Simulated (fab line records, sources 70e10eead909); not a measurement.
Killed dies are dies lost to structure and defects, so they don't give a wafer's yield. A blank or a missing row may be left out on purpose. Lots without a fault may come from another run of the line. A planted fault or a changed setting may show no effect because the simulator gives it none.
Which tool did it? | flow nand_harc | 24 lots, 72 wafers sampled, at 4 steps of a route of 1159

WHAT THE GAUGES READ, wafer by wafer
NHARC_A_CHANNEL_HOLE_D1_CD_MEAS_30. Usual: cd_nm 90.1 nm, standard deviation 1.1.
lot  | measured     | on        | cd_nm (nm)     | flag
L074 | day 8 08:16  | cd_sem-01 | 88.4 89.1 88.2 |
L076 | day 8 23:56  | cd_sem-01 | 91.2 90.6 91.2 |
L075 | day 9 00:58  | cd_sem-01 | 89.0 89.3 88.5 |
L077 | day 9 12:11  | cd_sem-02 | 89.4 89.8 90.0 |
L078 | day 9 12:17  | cd_sem-02 | 91.8 92.5 90.4 |
L079 | day 9 19:34  | cd_sem-01 | 90.9 90.3 91.9 |
L080 | day 10 08:39 | cd_sem-02 | 88.8 90.3 90.1 |
L082 | day 10 13:17 | cd_sem-03 | 91.1 90.8 90.8 |
L081 | day 10 13:33 | cd_sem-02 | 89.7 90.7 91.2 |
L084 | day 11 02:18 | cd_sem-01 | 89.8 88.7 90.8 |
L083 | day 11 03:44 | cd_sem-03 | 91.5 91.6 89.2 |
L088 | day 11 18:36 | cd_sem-01 | 88.8 90.2 88.7 |
L087 | day 11 19:05 | cd_sem-01 | 88.3 90.5 89.2 |
L086 | day 11 22:46 | cd_sem-03 | 91.9 92.2 91.7 |
L085 | day 12 02:17 | cd_sem-01 | 89.5 91.2 91.0 |
L090 | day 12 11:47 | cd_sem-03 | 90.9 89.3 90.6 |
L089 | day 12 12:34 | cd_sem-01 | 90.3 91.3 91.2 |
L091 | day 12 18:36 | cd_sem-01 | 90.5 89.2 92.2 |
L092 | day 12 19:05 | cd_sem-01 | 89.7 89.9 89.3 |
L093 | day 13 00:17 | cd_sem-03 | 88.7 90.0 91.5 |
L094 | day 13 01:09 | cd_sem-02 | 90.2 88.9 90.5 |
L095 | day 13 18:20 | cd_sem-01 | 91.2 90.6 91.9 |
L096 | day 13 19:35 | cd_sem-01 | 90.0 89.5 90.2 |
L097 | day 14 11:51 | cd_sem-03 | 89.6 88.3 89.7 |

NHARC_A_CHANNEL_FILL_D1_INSPECT_13. Usual: raw_defect_count 313, standard deviation 150.
lot  | measured     | on                | raw_defect_count | flag
L074 | day 10 08:13 | defect_inspect-02 | 173 481 202      |
L076 | day 11 02:18 | defect_inspect-01 | 317 294 176      |
L075 | day 11 02:18 | defect_inspect-02 | 358 675 351      |
L077 | day 11 13:19 | defect_inspect-01 | 116 119 195      |
L078 | day 11 12:52 | defect_inspect-01 | 122 139 121      |
L079 | day 11 22:36 | defect_inspect-01 | 202 584 364      |
L080 | day 12 11:47 | defect_inspect-02 | 176 196 200      |
L082 | day 12 11:47 | defect_inspect-01 | 721 555 184      |
L081 | day 12 11:58 | defect_inspect-01 | 250 486 218      |
L084 | day 13 03:33 | defect_inspect-01 | 543 329 323      |
L083 | day 13 03:44 | defect_inspect-02 | 144 166 188      |
L088 | day 13 21:08 | defect_inspect-01 | 487 405 236      |
L087 | day 13 20:47 | defect_inspect-01 | 224 270 297      |
L086 | day 13 20:58 | defect_inspect-01 | 207 222 224      |
L085 | day 14 05:09 | defect_inspect-02 | 273 396 210      |
L090 | day 14 15:04 | defect_inspect-02 | 313 328 232      |
L089 | day 14 15:04 | defect_inspect-01 | 677 693 384      |
L091 | day 14 21:39 | defect_inspect-01 | 229 226 397      |
L092 | day 14 21:49 | defect_inspect-02 | 192 236 286      |
L093 | day 15 04:58 | defect_inspect-01 | 343 306 271      |
L094 | day 15 04:56 | defect_inspect-02 | 380 233 450      |
L095 | day 15 18:21 | defect_inspect-02 | 319 293 570      |
L096 | day 15 18:25 | defect_inspect-01 | 293 181 244      |
L097 | day 16 14:03 | defect_inspect-01 | 477 902 353      |

WHICH TOOL RAN EACH LOT (tool, then ch and the chambers of the sampled wafers, then the start)
lot  | NHARC_A_CHANNEL_HOLE_D1_ETCH_25  | NHARC_A_CHANNEL_FILL_D1_CMP_10
L074 | har_etch-02 ch 0,1, day 8 05:39  | cmp-01 ch 0,1,2, day 10 07:36
L076 | har_etch-01 ch 0,1, day 8 21:20  | cmp-01 ch 0,2,3, day 11 01:44
L075 | har_etch-02 ch 0,1, day 8 22:27  | cmp-02 ch 0,1, day 11 01:43
L077 | har_etch-02 ch 0,1, day 9 09:32  | cmp-02 ch 0,1,2, day 11 12:24
L078 | har_etch-01 ch 0,1, day 9 09:40  | cmp-03 ch 0,3, day 11 12:15
L079 | har_etch-02 ch 0,1, day 9 16:55  | cmp-03 ch 0,2,3, day 11 21:59
L080 | har_etch-02 ch 0,1, day 10 05:59 | cmp-02 ch 0,1,2, day 12 11:12
L082 | har_etch-02 ch 0,1, day 10 10:35 | cmp-03 ch 0,1,2, day 12 11:12
L081 | har_etch-01 ch 0,1, day 10 11:04 | cmp-01 ch 0,2,3, day 12 11:15
L084 | har_etch-02 ch 0,1, day 10 23:50 | cmp-01 ch 0,2,3, day 13 02:47
L083 | har_etch-01 ch 0,1, day 11 01:06 | cmp-02 ch 2,3, day 13 02:55
L088 | har_etch-02 ch 0,1, day 11 15:58 | cmp-03 ch 0,2,3, day 13 19:59
L087 | har_etch-01 ch 0,1, day 11 16:09 | cmp-01 ch 0,1, day 13 19:58
L086 | har_etch-02 ch 0,1, day 11 20:26 | cmp-02 ch 0,2,3, day 13 19:58
L085 | har_etch-01 ch 0,1, day 11 23:56 | cmp-03 ch 2,3, day 14 04:33
L090 | har_etch-02 ch 0,1, day 12 09:27 | cmp-01 ch 0,3, day 14 14:28
L089 | har_etch-01 ch 0,1, day 12 09:55 | cmp-03 ch 0,3, day 14 14:28
L091 | har_etch-02 ch 0,1, day 12 16:07 | cmp-01 ch 0,1, day 14 21:04
L092 | har_etch-01 ch 0,1, day 12 16:37 | cmp-03 ch 0,1, day 14 21:10
L093 | har_etch-02 ch 0,1, day 12 21:49 | cmp-03 ch 0,1,2, day 15 04:20
L094 | har_etch-01 ch 0,1, day 12 22:41 | cmp-02 ch 1,2, day 15 04:21
L095 | har_etch-01 ch 0,1, day 13 16:01 | cmp-02 ch 2,3, day 15 17:46
L096 | har_etch-02 ch 0,1, day 13 16:58 | cmp-01 ch 0,2,3, day 15 17:47
L097 | har_etch-02 ch 0,1, day 14 09:13 | cmp-02 ch 0,1,3, day 16 13:25
- NHARC_A_CHANNEL_HOLE_D1_ETCH_25: etches the open film in C4F8/O2/Ar, time 1040.2 s, target depth 1500 nm.
- NHARC_A_CHANNEL_FILL_D1_CMP_10: polishes, target thk 150 nm.

WHAT THE TOOLS THEMSELVES READ (means of the sampled wafers that have a number; where no wafer has one, the mark that the record gives instead)
NHARC_A_CHANNEL_HOLE_D1_ETCH_25. Usual: drypump_motor_current_A 6.0 A, standard deviation 0.48; showerhead_plenum_p_Torr 3.80 Torr, standard deviation 0.073; throttle_valve_pct 32.236 %, standard deviation 0.0091.
lot  | tool        | drypump_motor_current_A (A) | showerhead_plenum_p_Torr (Torr) | throttle_valve_pct (%) | flag
L074 | har_etch-02 | 5.9                         | 3.87                            | 32.234                 |
L076 | har_etch-01 | 6.1                         | 3.73                            | 32.231                 |
L075 | har_etch-02 | 5.9                         | 3.86                            | 32.238                 |
L077 | har_etch-02 | 6.0                         | 3.86                            | 32.237                 |
L078 | har_etch-01 | 5.7                         | 3.77                            | 32.238                 |
L079 | har_etch-02 | 5.9                         | 3.86                            | 32.242                 |
L080 | har_etch-02 | 6.0                         | 3.86                            | 32.239                 |
L082 | har_etch-02 | 5.9                         | 3.85                            | 32.233                 |
L081 | har_etch-01 | 6.1                         | 3.72                            | 32.225                 |
L084 | har_etch-02 | 6.1                         | 3.85                            | 32.221                 |
L083 | har_etch-01 | 6.2                         | 3.72                            | 32.239                 |
L088 | har_etch-02 | 6.0                         | 3.85                            | 32.234                 |
L087 | har_etch-01 | 5.7                         | 3.76                            | 32.232                 |
L086 | har_etch-02 | 5.9                         | 3.85                            | 32.232                 |
L085 | har_etch-01 | 6.2                         | 3.71                            | 32.237                 |
L090 | har_etch-02 | 6.0                         | 3.84                            | 32.239                 |
L089 | har_etch-01 | 5.7                         | 3.75                            | 32.240                 |
L091 | har_etch-02 | 6.1                         | 3.84                            | 32.240                 |
L092 | har_etch-01 | 6.2                         | 3.71                            | 32.232                 |
L093 | har_etch-02 | 6.0                         | 3.84                            | 32.238                 |
L094 | har_etch-01 | 5.7                         | 3.75                            | 32.238                 |
L095 | har_etch-01 | 6.2                         | 3.70                            | 32.242                 |
L096 | har_etch-02 | 5.9                         | 3.83                            | 32.243                 |
L097 | har_etch-02 | 6.0                         | 3.83                            | 32.230                 |

NHARC_A_CHANNEL_FILL_D1_CMP_10. Usual: edge_zone_pressure_frac 1.000, standard deviation 0.0051; motor_current_A 12.2 A, standard deviation 1.6; time_to_endpoint_s 15.1 s, standard deviation 2.5.
lot  | tool   | edge_zone_pressure_frac | motor_current_A (A) | time_to_endpoint_s (s) | flag
L074 | cmp-01 | 1.007                   | 11.2                | 14.8                   |
L076 | cmp-01 | 0.996                   | 11.7                | 19.1                   |
L075 | cmp-02 | 1.000                   | 11.9                | 14.1                   |
L077 | cmp-02 | 0.999                   | 12.4                | 16.7                   |
L078 | cmp-03 | 1.002                   | 11.4                | 14.5                   |
L079 | cmp-03 | 0.997                   | 11.3                | 12.7                   |
L080 | cmp-02 | 0.996                   | 12.0                | 15.0                   |
L082 | cmp-03 | 1.004                   | 12.0                | 15.0                   |
L081 | cmp-01 | 1.004                   | 11.5                | 15.3                   |
L084 | cmp-01 | 1.004                   | 12.1                | 16.5                   |
L083 | cmp-02 | 0.995                   | 13.5                | 15.6                   |
L088 | cmp-03 | 0.996                   | 11.4                | 12.1                   |
L087 | cmp-01 | 0.999                   | 11.2                | 15.2                   |
L086 | cmp-02 | 0.999                   | 13.3                | 18.1                   |
L085 | cmp-03 | 1.006                   | 11.6                | 14.7                   |
L090 | cmp-01 | 1.002                   | 12.8                | 14.6                   |
L089 | cmp-03 | 0.999                   | 11.8                | 13.7                   |
L091 | cmp-01 | 0.997                   | 11.6                | 12.4                   |
L092 | cmp-03 | 1.002                   | 11.7                | 11.9                   |
L093 | cmp-03 | 0.995                   | 11.9                | 10.6                   |
L094 | cmp-02 | 0.994                   | 12.9                | 15.4                   |
L095 | cmp-02 | 1.004                   | 15.0                | 16.0                   |
L096 | cmp-01 | 1.004                   | 12.0                | 13.5                   |
L097 | cmp-02 | 0.998                   | 13.6                | 17.8                   |

THE ANSWER, worked out from the rows above alone
Rule: a lot is off if the mean of its wafers that have a number lies more than 3 standard deviations from the usual mean. A lot without any number at a reading at which 4 lots or more have one is off too. The other lots that the step has rows for count as sound. The gauges are gone through in route order, then the tools' own readings, and for those a lot's mean is taken as printed above. The first step at which some lot is off is used, and at that step the reading that is off furthest; a lot without a number counts as furthest.
No lot is off at any reading shown: from this, nothing can be told.

WHAT THE SIMULATOR HAD PUT IN
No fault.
